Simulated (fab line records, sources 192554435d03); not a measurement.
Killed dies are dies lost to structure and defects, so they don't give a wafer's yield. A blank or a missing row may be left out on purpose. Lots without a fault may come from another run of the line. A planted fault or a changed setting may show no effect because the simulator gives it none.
A struck lot beside a sound one | flow n5_finfet | 14 steps out of a route of 1938
Sound: wafers L160.2, L160.3, L160.5. Struck: wafers L164.1, L164.3, L164.6. The cause comes at the end.
At each step with rows: each side's tool, then ch and its chambers, then its first start. Under that, the readings that differ: sound wafers | struck wafers | difference of the means | sigmas: that difference in standard deviations of wafers without a fault.
alike: readings whose means differ by less than 2 such deviations, and words and numbers that are the same on both sides. not compared: withheld readings, readings that some wafer has no value for, bounds like >300 that may hide the same value, and numbers for which the record gives no deviation and whose values overlap.
The two part at a step that has a row with sigmas, a row that says differs or no value, or rows on one side only. Numbers that don't overlap but have no deviation are shown without sigmas and don't part them. A reading that every wafer of one side lacks parts them only if that side has two wafers or more.

first, 4 steps without rows for these wafers: N5_WELL_APT_OXIDE_STRIP_42 (strips SiO2 in dHF, time 45 s, target depth 12 nm); N5_WELL_APT_PRECLEAN_36 (cleans in O3/DIW, time 45 s); N5_WELL_APT_PRECLEAN_39 (cleans in dHF, time 60 s); N5_WELL_APT_SRD_37 (time 30 s).
N5_WELL_APT_EPI_41: deposits Si from SiH4/H2, target thk 50 nm, time 297.7 s.
  sound on epi_rpcvd-02 ch 0, day 2 05:19; struck on epi_rpcvd-03 ch 0, day 3 04:02
  alike: throttle_valve_pct
N5_WELL_APT_INSPECT_38: inspects for defects (darkfield).
  sound on defect_inspect-01, day 2 05:52; struck on defect_inspect-02, day 3 04:40
  alike: raw_defect_count
N5_PMOS_HMC_CHANNEL_EPI_HM_DEP_34: deposits SiO2 from TEOS/O2, target thk 36 nm, time 6.9 s.
  sound on pecvd-01 ch 0,2, day 2 05:54; struck on pecvd-01 ch 1,2, day 3 04:42
  alike: heater_power_w, showerhead_plenum_p_Torr, throttle_valve_pct
then, 5 steps without rows for these wafers: N5_PMOS_HMC_CHANNEL_EPI_COAT_31 (time 60 s, resist thk 66 nm); N5_PMOS_HMC_CHANNEL_EPI_COAT_03 (resist thk 205 nm); N5_PMOS_HMC_CHANNEL_EPI_EBR_05; N5_PMOS_HMC_CHANNEL_EPI_SOFTBAKE_04 (time 60 s); N5_PMOS_HMC_CHANNEL_EPI_EXPOSE_06 (exposes mask PMOS HMC BLK, target cd 240 nm).
N5_PMOS_HMC_CHANNEL_EPI_PEB_07: peb time 60 s.
  sound on litho_track-01 ch 0, day 2 06:14; struck on litho_track-03, day 3 05:02
  no value came back on the struck wafers for chill_plate_temp_C (C), exhaust_pa (Pa); on the sound wafers chill_plate_temp_C (C) reads 23.08 22.82 23.10
then, 1 step without rows for these wafers: N5_PMOS_HMC_CHANNEL_EPI_DEVELOP_08 (develop time 30 s).

WHERE THEY PART
Only at N5_PMOS_HMC_CHANNEL_EPI_PEB_07, within this record.

WHY: what the simulator had put in
Skipped step whole: litho_track-03, from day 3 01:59 on, at N5_PMOS_HMC_CHANNEL_EPI_PEB_07. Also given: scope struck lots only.
